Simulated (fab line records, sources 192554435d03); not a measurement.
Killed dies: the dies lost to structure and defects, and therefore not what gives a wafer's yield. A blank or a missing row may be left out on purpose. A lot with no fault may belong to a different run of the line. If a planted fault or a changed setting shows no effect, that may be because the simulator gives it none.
Which of the tools did it? || flow n5Finfet || Sampling: 10 lots, 28 wafers, 7 of 1938 route steps

WHAT THE GAUGES READ, wafer by wafer
N5_BEOL_M3_INSPECT_59: inspects for defects (darkfield).
{"lot": "L881", "measured": "day 7 22:22", "on": "defectInspect-01", "rawDefectCount": "37 57"}
{"lot": "L882", "measured": "day 8 00:36", "on": "defectInspect-01", "rawDefectCount": "49 58 47"}
{"lot": "L884", "measured": "day 8 14:30", "on": "defectInspect-01", "rawDefectCount": "66 85"}
{"lot": "L883", "measured": "day 8 14:38", "on": "defectInspect-01", "rawDefectCount": "38 91 49"}
{"lot": "L885", "measured": "day 8 18:31", "on": "defectInspect-02", "rawDefectCount": "98 71 58"}
{"lot": "L888", "measured": "day 9 22:53", "on": "defectInspect-02", "rawDefectCount": "52 66 58"}
{"lot": "L889", "measured": "day 10 05:34", "on": "defectInspect-01", "rawDefectCount": "35 51 24"}
{"lot": "L893", "measured": "day 11 01:13", "on": "defectInspect-02", "rawDefectCount": "856 909 915"}
{"lot": "L894", "measured": "day 11 08:44", "on": "defectInspect-01", "rawDefectCount": "972 933 1028"}
{"lot": "L897", "measured": "day 12 01:22", "on": "defectInspect-02", "rawDefectCount": "49 90 74"}

N5_BEOL_M4_INSPECT_13: inspects for defects (brightfield).
{"lot": "L881", "measured": "day 8 01:35", "on": "defectInspect-02", "rawDefectCount": "412 590"}
{"lot": "L882", "measured": "day 8 02:07", "on": "defectInspect-01", "rawDefectCount": "314 290 361"}
{"lot": "L884", "measured": "day 8 15:11", "on": "defectInspect-02", "rawDefectCount": "342 540"}
{"lot": "L883", "measured": "day 8 15:49", "on": "defectInspect-01", "rawDefectCount": "251 343 331"}
{"lot": "L885", "measured": "day 8 23:15", "on": "defectInspect-02", "rawDefectCount": "376 384 317"}
{"lot": "L888", "measured": "day 10 00:04", "on": "defectInspect-01", "rawDefectCount": "314 355 329"}
{"lot": "L889", "measured": "day 10 07:26", "on": "defectInspect-02", "rawDefectCount": "373 368 542"}
{"lot": "L893", "measured": "day 11 02:29", "on": "defectInspect-01", "rawDefectCount": "1227 1342 1313"}
{"lot": "L894", "measured": "day 11 10:13", "on": "defectInspect-01", "rawDefectCount": "1390 1392 1433"}
{"lot": "L897", "measured": "day 12 03:37", "on": "defectInspect-02", "rawDefectCount": "343 489 455"}

N5_BEOL_M4_RC_MEAS_101.
{"lot": "L881", "measured": "day 8 13:13", "on": "prober-02", "DIBL_N (mV/V)": "40.9 39.4", "DIBL_P (mV/V)": "43.9 41.2", "IOFF_N (nA/um)": "0.29 0.23", "IOFF_P (nA/um)": "0.35 0.29", "ION_N (uA/um)": "703 682", "ION_P (uA/um)": "476 461", "SS_N (mV/dec)": "72.5 72.1", "SS_P (mV/dec)": "75.0 74.2", "VT_N (mV)": "241 245", "VT_P (mV)": "-245.6 -245.4"}
{"lot": "L882", "measured": "day 8 12:47", "on": "prober-01", "DIBL_N (mV/V)": "33.5 35.6 35.8", "DIBL_P (mV/V)": "33.0 35.0 35.6", "IOFF_N (nA/um)": "0.12 0.15 0.14", "IOFF_P (nA/um)": "0.17 0.19 0.19", "ION_N (uA/um)": "677 665 667", "ION_P (uA/um)": "465 453 452", "SS_N (mV/dec)": "70.8 71.1 70.7", "SS_P (mV/dec)": "72.1 72.9 73.2", "VT_N (mV)": "254 249 251", "VT_P (mV)": "-252.8 -252.3 -250.6"}
{"lot": "L884", "measured": "day 9 03:45", "on": "prober-01", "DIBL_N (mV/V)": "38.2 40.7", "DIBL_P (mV/V)": "38.3 40.6", "IOFF_N (nA/um)": "0.17 0.23", "IOFF_P (nA/um)": "0.27 0.31", "ION_N (uA/um)": "664 681", "ION_P (uA/um)": "468 468", "SS_N (mV/dec)": "71.4 72.2", "SS_P (mV/dec)": "73.9 74.6", "VT_N (mV)": "247 247", "VT_P (mV)": "-245.9 -244.4"}
{"lot": "L883", "measured": "day 9 05:56", "on": "prober-02", "DIBL_N (mV/V)": "35.4 34.6 37.6", "DIBL_P (mV/V)": "35.1 34.5 37.6", "IOFF_N (nA/um)": "0.14 0.14 0.18", "IOFF_P (nA/um)": "0.20 0.19 0.22", "ION_N (uA/um)": "662 659 683", "ION_P (uA/um)": "456 451 469", "SS_N (mV/dec)": "71.9 72.0 72.3", "SS_P (mV/dec)": "74.4 73.8 74.3", "VT_N (mV)": "255 254 251", "VT_P (mV)": "-251.6 -250.6 -250.2"}
{"lot": "L885", "measured": "day 9 06:20", "on": "prober-01", "DIBL_N (mV/V)": "35.2 38.6 39.4", "DIBL_P (mV/V)": "34.9 38.4 39.8", "IOFF_N (nA/um)": "0.13 0.20 0.21", "IOFF_P (nA/um)": "0.19 0.26 0.27", "ION_N (uA/um)": "657 673 680", "ION_P (uA/um)": "453 462 467", "SS_N (mV/dec)": "71.6 71.9 71.9", "SS_P (mV/dec)": "72.6 73.9 73.5", "VT_N (mV)": "254 250 245", "VT_P (mV)": "-252.9 -246.8 -245.6"}
{"lot": "L888", "measured": "day 10 08:43", "on": "prober-01", "DIBL_N (mV/V)": "43.2 38.0 35.8", "DIBL_P (mV/V)": "41.7 35.4 34.8", "IOFF_N (nA/um)": "0.28 0.17 0.14", "IOFF_P (nA/um)": "0.34 0.21 0.21", "ION_N (uA/um)": "689 659 682", "ION_P (uA/um)": "465 447 467", "SS_N (mV/dec)": "73.0 71.8 70.4", "SS_P (mV/dec)": "75.6 73.8 73.4", "VT_N (mV)": "243 251 250", "VT_P (mV)": "-247.7 -252.2 -249.3"}
{"lot": "L889", "measured": "day 10 14:08", "on": "prober-02", "DIBL_N (mV/V)": "35.7 33.3 36.0", "DIBL_P (mV/V)": "36.2 32.3 36.7", "IOFF_N (nA/um)": "0.15 0.12 0.16", "IOFF_P (nA/um)": "0.23 0.17 0.24", "ION_N (uA/um)": "671 657 659", "ION_P (uA/um)": "473 459 458", "SS_N (mV/dec)": "71.8 70.3 71.3", "SS_P (mV/dec)": "74.2 73.5 74.0", "VT_N (mV)": "254 255 250", "VT_P (mV)": "-250.8 -253.7 -248.8"}
{"lot": "L893", "measured": "day 11 17:58", "on": "prober-01", "DIBL_N (mV/V)": "38.0 36.4 38.3", "DIBL_P (mV/V)": "37.7 35.8 39.0", "IOFF_N (nA/um)": "0.16 0.13 0.18", "IOFF_P (nA/um)": "0.23 0.19 0.26", "ION_N (uA/um)": "663 664 683", "ION_P (uA/um)": "456 461 469", "SS_N (mV/dec)": "71.7 70.7 71.3", "SS_P (mV/dec)": "73.1 73.1 74.0", "VT_N (mV)": "253 257 250", "VT_P (mV)": "-248.8 -252.7 -245.5"}
{"lot": "L894", "measured": "day 11 19:59", "on": "prober-02", "DIBL_N (mV/V)": "39.5 39.0 37.3", "DIBL_P (mV/V)": "38.7 40.2 38.4", "IOFF_N (nA/um)": "0.20 0.19 0.16", "IOFF_P (nA/um)": "0.21 0.24 0.21", "ION_N (uA/um)": "673 670 678", "ION_P (uA/um)": "460 459 463", "SS_N (mV/dec)": "72.6 71.9 71.5", "SS_P (mV/dec)": "74.1 74.9 73.8", "VT_N (mV)": "250 248 250", "VT_P (mV)": "-253.2 -250.4 -253.3"}
{"lot": "L897", "measured": "day 12 15:34", "on": "prober-01", "DIBL_N (mV/V)": "34.4 37.2 38.1", "DIBL_P (mV/V)": "34.4 37.1 38.7", "IOFF_N (nA/um)": "0.12 0.17 0.19", "IOFF_P (nA/um)": "0.16 0.19 0.22", "ION_N (uA/um)": "665 671 687", "ION_P (uA/um)": "450 457 462", "SS_N (mV/dec)": "71.6 71.5 71.6", "SS_P (mV/dec)": "73.0 73.6 73.9", "VT_N (mV)": "254 249 246", "VT_P (mV)": "-251.9 -252.1 -250.4"}

TOOL THAT RAN EACH LOT (tool first, then ch and the chambers of the sampled wafers, then the start)
{"lot": "L881", "N5_BEOL_M3_ANNEAL_89": "pvdSputter-03, day 7 20:29", "N5_BEOL_M3_ANNEAL_91": "pvdSputter-03, day 7 20:42", "N5_BEOL_M3_CMP_52": "cmp-03 ch 0,3, day 7 21:51", "N5_BEOL_M3_CO_CAP_55": "cvdCo-02 ch 0,1, day 7 22:09"}
{"lot": "L882", "N5_BEOL_M3_ANNEAL_89": "pvdSputter-03, day 7 22:43", "N5_BEOL_M3_ANNEAL_91": "pvdSputter-03, day 7 22:56", "N5_BEOL_M3_CMP_52": "cmp-02 ch 0,1,3, day 8 00:01", "N5_BEOL_M3_CO_CAP_55": "cvdCo-02 ch 0,1, day 8 00:23"}
{"lot": "L884", "N5_BEOL_M3_ANNEAL_89": "pvdSputter-02, day 8 12:29", "N5_BEOL_M3_ANNEAL_91": "pvdSputter-02, day 8 12:42", "N5_BEOL_M3_CMP_52": "cmp-04 ch 0,2, day 8 13:51", "N5_BEOL_M3_CO_CAP_55": "cvdCo-01 ch 2, day 8 14:17"}
{"lot": "L883", "N5_BEOL_M3_ANNEAL_89": "pvdSputter-01, day 8 12:35", "N5_BEOL_M3_ANNEAL_91": "pvdSputter-01, day 8 12:48", "N5_BEOL_M3_CMP_52": "cmp-02 ch 1,2, day 8 13:52", "N5_BEOL_M3_CO_CAP_55": "cvdCo-01 ch 0,1,2, day 8 14:26"}
{"lot": "L885", "N5_BEOL_M3_ANNEAL_89": "pvdSputter-01, day 8 16:32", "N5_BEOL_M3_ANNEAL_91": "pvdSputter-01, day 8 16:46", "N5_BEOL_M3_CMP_52": "cmp-03 ch 0,3, day 8 17:56", "N5_BEOL_M3_CO_CAP_55": "cvdCo-01 ch 1,2, day 8 18:18"}
{"lot": "L888", "N5_BEOL_M3_ANNEAL_89": "pvdSputter-03, day 9 20:58", "N5_BEOL_M3_ANNEAL_91": "pvdSputter-03, day 9 21:11", "N5_BEOL_M3_CMP_52": "cmp-02 ch 0,2,3, day 9 22:19", "N5_BEOL_M3_CO_CAP_55": "cvdCo-02 ch 0,1,2, day 9 22:41"}
{"lot": "L889", "N5_BEOL_M3_ANNEAL_89": "pvdSputter-01, day 10 03:25", "N5_BEOL_M3_ANNEAL_91": "pvdSputter-01, day 10 03:38", "N5_BEOL_M3_CMP_52": "cmp-04 ch 0,1,3, day 10 05:01", "N5_BEOL_M3_CO_CAP_55": "cvdCo-02 ch 0,1, day 10 05:22"}
{"lot": "L893", "N5_BEOL_M3_ANNEAL_89": "pvdSputter-02, day 10 23:20", "N5_BEOL_M3_ANNEAL_91": "pvdSputter-02, day 10 23:34", "N5_BEOL_M3_CMP_52": "cmp-04 ch 0,1,3, day 11 00:44", "N5_BEOL_M3_CO_CAP_55": "cvdCo-02 ch 0,1,2, day 11 01:02"}
{"lot": "L894", "N5_BEOL_M3_ANNEAL_89": "pvdSputter-01, day 11 06:50", "N5_BEOL_M3_ANNEAL_91": "pvdSputter-01, day 11 07:03", "N5_BEOL_M3_CMP_52": "cmp-03 ch 0,1,2, day 11 08:14", "N5_BEOL_M3_CO_CAP_55": "cvdCo-02 ch 0,1,2, day 11 08:30"}
{"lot": "L897", "N5_BEOL_M3_ANNEAL_89": "pvdSputter-03, day 11 23:30", "N5_BEOL_M3_ANNEAL_91": "pvdSputter-03, day 11 23:43", "N5_BEOL_M3_CMP_52": "cmp-03 ch 0,1,2, day 12 00:50", "N5_BEOL_M3_CO_CAP_55": "cvdCo-01 ch 0,1, day 12 01:10"}
- N5_BEOL_M3_ANNEAL_89: time 240 s.
- N5_BEOL_M3_ANNEAL_91: time 240 s.
- N5_BEOL_M3_CMP_52: polishes, stops on SiOC, t overpolish 6.8 s, target thk 40 nm.
- N5_BEOL_M3_CO_CAP_55: material Co, precursor CCTBA/H2, target thk 2 nm, time 102.1 s.

WHAT THE TOOLS THEMSELVES READ (means of the sampled wafers that have a number; where no wafer has one, the mark that the record gives instead)
N5_BEOL_M3_ANNEAL_89.
{"lot": "L881", "tool": "pvdSputter-03", "heaterPowerW (W)": 864}
{"lot": "L882", "tool": "pvdSputter-03", "heaterPowerW (W)": 865}
{"lot": "L884", "tool": "pvdSputter-02", "heaterPowerW (W)": 802}
{"lot": "L883", "tool": "pvdSputter-01", "heaterPowerW (W)": 728}
{"lot": "L885", "tool": "pvdSputter-01", "heaterPowerW (W)": 860}
{"lot": "L888", "tool": "pvdSputter-03", "heaterPowerW (W)": 861}
{"lot": "L889", "tool": "pvdSputter-01", "heaterPowerW (W)": 871}
{"lot": "L893", "tool": "pvdSputter-02", "heaterPowerW (W)": 846}
{"lot": "L894", "tool": "pvdSputter-01", "heaterPowerW (W)": 796}
{"lot": "L897", "tool": "pvdSputter-03", "heaterPowerW (W)": 841}

N5_BEOL_M3_ANNEAL_91.
{"lot": "L881", "tool": "pvdSputter-03", "heaterPowerW (W)": 845}
{"lot": "L882", "tool": "pvdSputter-03", "heaterPowerW (W)": 850}
{"lot": "L884", "tool": "pvdSputter-02", "heaterPowerW (W)": 796}
{"lot": "L883", "tool": "pvdSputter-01", "heaterPowerW (W)": 739}
{"lot": "L885", "tool": "pvdSputter-01", "heaterPowerW (W)": 867}
{"lot": "L888", "tool": "pvdSputter-03", "heaterPowerW (W)": 852}
{"lot": "L889", "tool": "pvdSputter-01", "heaterPowerW (W)": 854}
{"lot": "L893", "tool": "pvdSputter-02", "heaterPowerW (W)": 842}
{"lot": "L894", "tool": "pvdSputter-01", "heaterPowerW (W)": 804}
{"lot": "L897", "tool": "pvdSputter-03", "heaterPowerW (W)": 852}

N5_BEOL_M3_CMP_52.
{"lot": "L881", "tool": "cmp-03", "barrierFieldEndpointS (s)": 24.4, "clearingPlatenDownForcePsi (psi)": 1.5011, "motorCurrentA (A)": 6.3, "overpolishRunS (s)": 6.800, "timeToEndpointS (s)": 62}
{"lot": "L882", "tool": "cmp-02", "barrierFieldEndpointS (s)": 24.8, "clearingPlatenDownForcePsi (psi)": 1.4994, "motorCurrentA (A)": 6.4, "overpolishRunS (s)": 6.802, "timeToEndpointS (s)": 63}
{"lot": "L884", "tool": "cmp-04", "barrierFieldEndpointS (s)": 25.4, "clearingPlatenDownForcePsi (psi)": 1.4998, "motorCurrentA (A)": 5.5, "overpolishRunS (s)": 6.802, "timeToEndpointS (s)": 67}
{"lot": "L883", "tool": "cmp-02", "barrierFieldEndpointS (s)": 24.6, "clearingPlatenDownForcePsi (psi)": 1.5013, "motorCurrentA (A)": 6.2, "overpolishRunS (s)": 6.802, "timeToEndpointS (s)": 63}
{"lot": "L885", "tool": "cmp-03", "barrierFieldEndpointS (s)": 25.2, "clearingPlatenDownForcePsi (psi)": 1.5014, "motorCurrentA (A)": 6.1, "overpolishRunS (s)": 6.798, "timeToEndpointS (s)": 62}
{"lot": "L888", "tool": "cmp-02", "barrierFieldEndpointS (s)": 24.7, "clearingPlatenDownForcePsi (psi)": 1.4986, "motorCurrentA (A)": 5.9, "overpolishRunS (s)": 6.792, "timeToEndpointS (s)": 64}
{"lot": "L889", "tool": "cmp-04", "barrierFieldEndpointS (s)": 24.6, "clearingPlatenDownForcePsi (psi)": 1.4966, "motorCurrentA (A)": 6.5, "overpolishRunS (s)": 6.804, "timeToEndpointS (s)": 63}
{"lot": "L893", "tool": "cmp-04", "barrierFieldEndpointS (s)": 24.9, "clearingPlatenDownForcePsi (psi)": 1.5003, "motorCurrentA (A)": 6.4, "overpolishRunS (s)": 6.801, "timeToEndpointS (s)": 63}
{"lot": "L894", "tool": "cmp-03", "barrierFieldEndpointS (s)": 24.4, "clearingPlatenDownForcePsi (psi)": 1.4993, "motorCurrentA (A)": 6.3, "overpolishRunS (s)": 6.792, "timeToEndpointS (s)": 60}
{"lot": "L897", "tool": "cmp-03", "barrierFieldEndpointS (s)": 23.9, "clearingPlatenDownForcePsi (psi)": 1.4996, "motorCurrentA (A)": 6.4, "overpolishRunS (s)": 6.802, "timeToEndpointS (s)": 58}

N5_BEOL_M3_CO_CAP_55.
{"lot": "L881", "tool": "cvdCo-02", "heaterPowerOuterW (W)": 122, "heaterPowerW (W)": 230}
{"lot": "L882", "tool": "cvdCo-02", "heaterPowerOuterW (W)": 126, "heaterPowerW (W)": 235}
{"lot": "L884", "tool": "cvdCo-01", "heaterPowerOuterW (W)": 121, "heaterPowerW (W)": 246}
{"lot": "L883", "tool": "cvdCo-01", "heaterPowerOuterW (W)": 128, "heaterPowerW (W)": 240}
{"lot": "L885", "tool": "cvdCo-01", "heaterPowerOuterW (W)": 125, "heaterPowerW (W)": 240}
{"lot": "L888", "tool": "cvdCo-02", "heaterPowerOuterW (W)": 119, "heaterPowerW (W)": 226}
{"lot": "L889", "tool": "cvdCo-02", "heaterPowerOuterW (W)": 125, "heaterPowerW (W)": 234}
{"lot": "L893", "tool": "cvdCo-02", "heaterPowerOuterW (W)": 120, "heaterPowerW (W)": 227}
{"lot": "L894", "tool": "cvdCo-02", "heaterPowerOuterW (W)": 119, "heaterPowerW (W)": 228}
{"lot": "L897", "tool": "cvdCo-01", "heaterPowerOuterW (W)": 135, "heaterPowerW (W)": 240}

THE ANSWER, worked out from the rows above alone
Rule: what is usual is taken from the lots themselves. Put in order of their means at a reading, lots are off if they are a third of the lots or fewer, leave a main group of 4 or more, and stand apart from it by a gap of 3 or more times the standard deviation of the main group's means; of several such gaps the widest counts. Not used: any main group whose means are identical at the precision the tables above print for the reading. Also off: a lot with no number at a reading for which 4 or more lots have one. All remaining lots with rows at the step are treated as sound. After the gauges, taken in route order, come the tools' own readings; for these a lot's mean is taken, as printed above. At the first step where some lot is off, the reading lying furthest off is the one used; lots without a number count as furthest.
Off at N5_BEOL_M3_INSPECT_59 (rawDefectCount): L893, L894. Mean 59 and standard deviation 13 in the main group.
If a tool, at a process step before that reading, ran all the lots that are off and no sound lot after the first of them, it fits. Those tools and the gauges at N5_BEOL_M3_INSPECT_59 are tried in the same way. One fits: cvdCo-02 at N5_BEOL_M3_CO_CAP_55. Its last sound lot is L889 (day 10 05:22), its first lot that is off L893 (day 11 01:02): a fault that began between those two fits.

WHAT THE SIMULATOR HAD INSERTED
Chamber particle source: cvdCo-02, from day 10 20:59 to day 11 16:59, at N5_BEOL_M3_CO_CAP_55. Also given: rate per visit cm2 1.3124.
Lots struck among those shown: L893, L894. This agrees with what the rule above found.
